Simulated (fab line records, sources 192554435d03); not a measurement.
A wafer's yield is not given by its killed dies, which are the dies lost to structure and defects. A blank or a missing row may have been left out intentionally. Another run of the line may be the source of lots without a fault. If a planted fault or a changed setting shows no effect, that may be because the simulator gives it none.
Which tool is to blame?	flow n5 finfet	Sampling: 24 lots, 72 wafers, 6 of 1938 route steps

== WHAT THE GAUGES READ, wafer by wafer ==
N5_START_INSPECT_01: inspects for defects (unpatterned scan).
lot	measured	on	raw defect count
L074	day 1 12:02	defect inspect-01	7 10 8
L075	day 1 18:02	defect inspect-01	4 4 6
L076	day 2 00:02	defect inspect-02	6 4 5
L077	day 2 06:02	defect inspect-02	6 2 4
L078	day 2 12:02	defect inspect-01	4 2 6
L079	day 2 18:02	defect inspect-02	4 10 5
L080	day 3 00:02	defect inspect-01	1 4 9
L081	day 3 06:02	defect inspect-02	7 5 4
L082	day 3 12:02	defect inspect-02	8 11 3
L083	day 3 18:02	defect inspect-02	6 6 4
L084	day 4 00:02	defect inspect-01	10 3 6
L085	day 4 06:02	defect inspect-01	6 10 6
L086	day 4 12:02	defect inspect-01	3 5 6
L087	day 4 18:02	defect inspect-02	10 11 12
L088	day 5 00:02	defect inspect-02	9 9 5
L089	day 5 06:02	defect inspect-02	9 8 7
L090	day 5 12:02	defect inspect-02	6 7 7
L091	day 5 18:02	defect inspect-02	4 5 7
L092	day 6 00:02	defect inspect-01	11 5 4
L093	day 6 06:02	defect inspect-02	7 9 3
L094	day 6 12:02	defect inspect-01	2 8 5
L095	day 6 18:02	defect inspect-01	3 6 5
L096	day 7 00:02	defect inspect-02	8 4 7
L097	day 7 06:05	defect inspect-01	8 4 3

N5_FIN_SAQP_THK_MEAS_07.
lot	measured	on	thk nm (nm)
L074	day 1 21:35	film metro-02	58.8 60.0 61.5
L075	day 2 03:40	film metro-02	58.0 59.7 59.3
L076	day 2 09:30	film metro-01	59.2 59.2 59.8
L077	day 2 15:32	film metro-01	59.3 60.5 59.7
L078	day 2 21:03	film metro-02	59.5 60.4 60.4
L079	day 3 02:52	film metro-02	58.6 59.8 60.6
L080	day 3 09:49	film metro-01	59.1 60.0 60.9
L081	day 3 15:49	film metro-02	58.9 59.3 60.5
L082	day 3 22:06	film metro-01	59.6 59.0 59.5
L083	day 4 03:49	film metro-02	59.3 59.8 59.5
L084	day 4 09:43	film metro-01	58.7 58.1 59.0
L085	day 4 16:11	film metro-01	59.9 58.8 59.2
L086	day 4 22:31	film metro-01	58.2 58.6 59.4
L087	day 5 02:56	film metro-02	59.9 58.8 61.0
L088	day 5 10:34	film metro-01	59.5 59.5 61.0
L089	day 5 17:55	film metro-01	59.0 58.9 60.3
L090	day 5 21:55	film metro-02	58.9 58.8 60.7
L091	day 6 05:23	film metro-02	59.9 59.2 59.6
L092	day 6 12:13	film metro-01	58.6 59.5 58.6
L093	day 6 15:57	film metro-02	57.6 59.7 59.3
L094	day 6 23:01	film metro-02	59.1 60.5 60.0
L095	day 7 04:27	film metro-01	58.6 58.2 60.1
L096	day 7 10:51	film metro-01	59.5 59.0 58.8
L097	day 7 15:40	film metro-01	59.8 59.1 59.9

N5_SD_EPI_N_OVL_MEAS_10.
lot	measured	on	SD_N_BLK_OVL (nm)
L074	day 3 01:59	overlay-02	-1.5 -0.5 -0.7
L075	day 3 06:28	overlay-02	-0.5 -0.2 0.8
L076	day 3 13:20	overlay-02	-1.2 -0.8 -0.6
L077	day 3 18:37	overlay-01	-0.4 -1.0 -1.2
L078	day 4 00:09	overlay-02	-0.9 -2.2 -0.3
L079	day 4 06:32	overlay-02	0.1 -0.4 -0.7
L080	day 4 16:17	overlay-01	-2.3 -0.4 -0.3
L081	day 4 18:10	overlay-01	-0.1 -0.3 0.6
L082	day 5 01:17	overlay-01	-0.2 -0.1 -0.4
L083	day 5 08:25	overlay-01	0.4 -0.2 -0.4
L084	day 5 17:38	overlay-01	-0.1 -1.2 -0.7
L085	day 5 20:10	overlay-01	-0.3 0.0 -0.4
L086	day 6 04:36	overlay-02	-0.7 0.1 -1.9
L087	day 6 14:38	overlay-01	0.4 0.6 0.5
L088	day 6 16:27	overlay-01	-0.9 0.2 0.0
L089	day 6 22:04	overlay-02	-0.7 -0.7 -0.3
L090	day 7 04:30	overlay-02	-0.4 -0.4 -0.1
L091	day 7 10:06	overlay-01	-1.3 -0.1 -0.7
L092	day 7 18:56	overlay-01	-0.1 -0.2 0.1
L093	day 7 22:40	overlay-01	0.4 -0.2 -0.7
L094	day 8 03:39	overlay-02	-0.5 0.5 1.3
L095	day 8 10:03	overlay-01	0.8 -0.1 -0.1
L096	day 8 15:10	overlay-02	-0.4 -0.3 -0.7
L097	day 8 20:50	overlay-02	-0.2 0.0 -1.5

== TOOL THAT RAN EACH LOT (tool first, then ch and the chambers of the sampled wafers, then the start) ==
lot	N5_FIN_SAQP_ETCH_51	N5_STI_FIN_REVEAL_ETCHBACK_08	N5_DUMMY_GATE_HM_OPEN_21
L074	rie diel-02 ch 0,2,3, day 1 22:12	rie diel-02 ch 0,1,2, day 2 10:36	rie diel-03 ch 1,2,3, day 3 00:10
L075	rie diel-06 ch 1,2,3, day 2 04:10	rie diel-01 ch 1,2, day 2 15:55	rie diel-05 ch 1,2,3, day 3 04:12
L076	rie diel-02 ch 0,1,3, day 2 10:17	rie diel-06 ch 0,1, day 2 23:05	rie diel-03 ch 1,2, day 3 11:28
L077	rie diel-01 ch 2,3, day 2 16:09	rie diel-01 ch 2,3, day 3 04:10	rie diel-05 ch 0,1, day 3 16:40
L078	rie diel-06 ch 0,1, day 2 21:40	rie diel-01 ch 2,3, day 3 10:04	rie diel-03 ch 2,3, day 3 22:28
L079	rie diel-02 ch 0,1, day 3 03:34	rie diel-01 ch 0,1,2, day 3 15:20	rie diel-03 ch 2,3, day 4 04:44
L080	rie diel-01 ch 1,2,3, day 3 10:26	rie diel-02 ch 1,2, day 3 23:10	rie diel-05 ch 0,2, day 4 13:50
L081	rie diel-06 ch 0,2,3, day 3 16:26	rie diel-02 ch 0,1,3, day 4 04:18	rie diel-03 ch 0,2, day 4 16:29
L082	rie diel-06 ch 0,1,2, day 3 22:35	rie diel-06 ch 0,2, day 4 10:17	rie diel-05 ch 1,2, day 4 23:41
L083	rie diel-02 ch 0,1, day 4 04:28	rie diel-02 ch 0,3, day 4 16:24	rie diel-05 ch 0,1, day 5 06:44
L084	rie diel-02 ch 2,3, day 4 10:26	rie diel-06 ch 0,2,3, day 4 23:38	rie diel-03 ch 1,2,3, day 5 14:42
L085	rie diel-01 ch 1,2,3, day 4 17:43	rie diel-06 ch 2,3, day 5 05:55	rie diel-03 ch 1,3, day 5 18:18
L086	rie diel-02 ch 0,3, day 4 23:08	rie diel-06 ch 0,1,2, day 5 11:19	rie diel-05 ch 0,1,2, day 6 02:46
L087	rie diel-06 ch 0,2, day 5 04:29	rie diel-01 ch 0,1,2, day 5 23:36	rie diel-03 ch 1,2,3, day 6 12:20
L088	rie diel-06 ch 0,3, day 5 13:18	rie diel-06 ch 0,1,2, day 6 02:23	rie diel-05 ch 1,2, day 6 14:46
L089	rie diel-01 ch 1,2, day 5 19:23	rie diel-02 ch 0,2, day 6 07:41	rie diel-04 ch 0,2,3, day 6 20:28
L090	rie diel-06 ch 0,1, day 5 23:15	rie diel-01 ch 0,1, day 6 14:14	rie diel-03 ch 0,1,3, day 7 02:49
L091	rie diel-06 ch 0,1,2, day 6 06:40	rie diel-01 ch 1,2, day 6 19:56	rie diel-04 ch 1,3, day 7 08:25
L092	rie diel-06 ch 0,1, day 6 13:06	rie diel-06 ch 1,2,3, day 7 02:43	rie diel-04 ch 0,1,2, day 7 16:36
L093	rie diel-06 ch 1,3, day 6 16:34	rie diel-02 ch 0, day 7 04:35	rie diel-05 ch 0,1,3, day 7 20:46
L094	rie diel-01 ch 0,2,3, day 6 23:42	rie diel-02 ch 0,1, day 7 12:55	rie diel-03 ch 0,1,3, day 8 01:41
L095	rie diel-01 ch 0,2,3, day 7 05:12	rie diel-02 ch 1,2,3, day 7 19:37	rie diel-05 ch 1,2,3, day 8 08:14
L096	rie diel-02 ch 0,1, day 7 11:29	rie diel-06 ch 0,2, day 7 23:35	rie diel-05 ch 0,3, day 8 12:20
L097	rie diel-01 ch 0,2,3, day 7 16:10	rie diel-06 ch 0,2,3, day 8 04:29	rie diel-03 ch 0,1,2, day 8 17:08
- N5_FIN_SAQP_ETCH_51: etches SiARC in CF4, target depth 45.5 nm, time 75.8 s.
- N5_STI_FIN_REVEAL_ETCHBACK_08: etches SiO2 in C4F6/O2, target depth 30.5 nm, time 10.167 s.
- N5_DUMMY_GATE_HM_OPEN_21: chemistry CH3F/O2, target SiNx, target depth 120 nm, time 171.4 s.

== AS READ BY THE TOOLS THEMSELVES (means over the sampled wafers that have a number; for cases with no such wafer, the mark the record gives instead) ==
N5_FIN_SAQP_ETCH_51.
lot	tool	drypump motor current A (A)	etch rf on time s (s)	oes product au (a.u.)	rf vpp V (V)	showerhead plenum p Torr (Torr)	throttle valve pct (%)
L074	rie diel-02	5.9	75.4	0.62	183.2	2.05	15.61
L075	rie diel-06	5.2	75.2	0.72	184.5	2.16	15.51
L076	rie diel-02	5.8	77.5	0.62	183.3	2.05	15.57
L077	rie diel-01	5.4	74.8	0.61	184.0	2.13	15.67
L078	rie diel-06	5.1	76.4	0.69	183.9	2.13	15.47
L079	rie diel-02	5.5	78.7	0.61	183.4	2.05	15.68
L080	rie diel-01	5.9	75.7	0.60	184.1	2.12	15.85
L081	rie diel-06	5.4	74.2	0.67	184.3	2.11	15.67
L082	rie diel-06	5.3	75.4	0.71	184.0	2.12	15.62
L083	rie diel-02	5.5	76.9	0.62	182.5	2.05	15.66
L084	rie diel-02	5.8	76.4	0.59	183.2	2.04	15.74
L085	rie diel-01	5.9	74.8	0.60	183.9	2.12	15.87
L086	rie diel-02	5.9	75.8	0.62	183.6	2.05	15.58
L087	rie diel-06	5.5	75.3	0.67	183.0	2.07	15.78
L088	rie diel-06	5.5	75.3	0.60	183.3	2.05	15.75
L089	rie diel-01	6.2	76.1	0.59	184.1	2.11	15.88
L090	rie diel-06	5.3	75.6	0.63	182.7	2.07	15.68
L091	rie diel-06	5.3	75.4	0.68	184.1	2.12	15.66
L092	rie diel-06	5.3	76.9	0.62	183.9	2.07	15.70
L093	rie diel-06	5.2	73.1	0.81	182.9	2.13	15.21
L094	rie diel-01	5.7	75.3	0.70	183.8	2.13	15.58
L095	rie diel-01	5.8	75.7	0.69	183.9	2.13	15.59
L096	rie diel-02	5.5	77.8	0.60	183.9	2.04	15.71
L097	rie diel-01	5.7	75.8	0.68	183.8	2.13	15.60

N5_STI_FIN_REVEAL_ETCHBACK_08.
lot	tool	drypump motor current A (A)	oes product au (a.u.)	rf vpp V (V)	showerhead plenum p Torr (Torr)	throttle valve pct (%)
L074	rie diel-02	5.5	0.72	656	2.72	21.23
L075	rie diel-01	5.7	0.73	668	2.82	21.18
L076	rie diel-06	5.3	0.76	647	2.76	21.19
L077	rie diel-01	5.7	0.71	664	2.83	21.39
L078	rie diel-01	5.8	0.70	664	2.83	21.40
L079	rie diel-01	5.9	0.76	661	2.84	21.24
L080	rie diel-02	5.4	0.69	661	2.72	21.32
L081	rie diel-02	5.9	0.71	654	2.72	21.05
L082	rie diel-06	5.5	0.77	641	2.75	21.32
L083	rie diel-02	5.9	0.73	649	2.71	21.01
L084	rie diel-06	5.4	0.76	650	2.79	21.20
L085	rie diel-06	5.4	0.83	662	2.85	21.20
L086	rie diel-06	5.3	0.82	658	2.82	21.19
L087	rie diel-01	5.9	0.73	661	2.83	21.26
L088	rie diel-06	5.3	0.80	658	2.81	21.20
L089	rie diel-02	5.6	0.72	650	2.71	21.21
L090	rie diel-01	6.2	0.75	654	2.86	21.31
L091	rie diel-01	5.7	0.69	669	2.80	21.24
L092	rie diel-06	5.2	0.88	668	2.85	21.00
L093	rie diel-02	5.6	0.73	646	2.70	21.11
L094	rie diel-02	5.5	0.69	657	2.71	21.23
L095	rie diel-02	5.8	0.78	661	2.81	21.07
L096	rie diel-06	5.5	0.95	649	2.97	21.08
L097	rie diel-06	5.4	0.93	655	2.89	21.02

N5_DUMMY_GATE_HM_OPEN_21.
lot	tool	CH3F_flow_sccm (sccm)	drypump motor current A (A)	oes product au (a.u.)	rf vpp V (V)	showerhead plenum p Torr (Torr)	throttle valve pct (%)
L074	rie diel-03	29.99	5.3	0.76	306	2.08	16.52
L075	rie diel-05	29.92	5.6	0.75	297	2.02	16.43
L076	rie diel-03	29.99	5.1	0.76	303	2.05	16.42
L077	rie diel-05	30.17	5.7	0.74	300	2.07	16.52
L078	rie diel-03	29.94	5.2	0.72	304	2.10	16.53
L079	rie diel-03	29.89	5.4	0.75	308	2.10	16.64
L080	rie diel-05	29.99	5.5	0.75	295	2.05	16.42
L081	rie diel-03	30.04	5.2	0.76	300	2.05	16.39
L082	rie diel-05	30.01	5.3	0.74	292	2.02	16.41
L083	rie diel-05	30.09	5.6	0.72	298	2.04	16.51
L084	rie diel-03	29.99	5.3	0.75	305	2.07	16.56
L085	rie diel-03	29.98	5.4	0.78	309	2.08	16.67
L086	rie diel-05	30.03	5.6	0.73	296	2.04	16.49
L087	rie diel-03	30.03	5.3	0.74	306	2.07	16.57
L088	rie diel-05	30.02	5.4	0.72	293	2.01	16.44
L089	rie diel-04	29.99	5.9	0.71	299	1.98	16.58
L090	rie diel-03	29.98	5.4	0.80	304	2.03	16.54
L091	rie diel-04	29.92	5.4	0.76	290	2.02	16.72
L092	rie diel-04	29.97	6.1	0.74	299	1.99	16.59
L093	rie diel-05	30.04	5.7	0.73	302	2.03	16.55
L094	rie diel-03	30.04	5.4	0.80	304	2.03	16.56
L095	rie diel-05	29.96	5.5	0.72	297	2.01	16.49
L096	rie diel-05	30.03	5.8	0.74	304	2.03	16.54
L097	rie diel-03	30.05	5.2	0.76	301	2.02	16.46

== THE ANSWER, worked out from the rows above alone ==
Rule: the usual values come from the lots themselves. The widest of any qualifying gaps counts: lots, ordered by their means at a reading, are off when they make up no more than a third of the lots, leave a main group of 4 or more, and stand apart from it by 3 or more times the standard deviation of that group's means. Not used: any main group whose means are identical at the precision the tables above print for the reading. Also off: a lot with no number at a reading for which 4 or more lots have one. Where the step has rows for the other lots, those lots are counted as sound. The gauges are gone through in route order, then the tools' own readings, and for those a lot's mean is taken as printed above. The first step at which some lot is off is used, and at that step the reading that is off furthest; a lot without a number counts as furthest.
Nothing can be told from this: no lot is off at any reading shown.

== WHAT WAS PUT IN BY THE SIMULATOR ==
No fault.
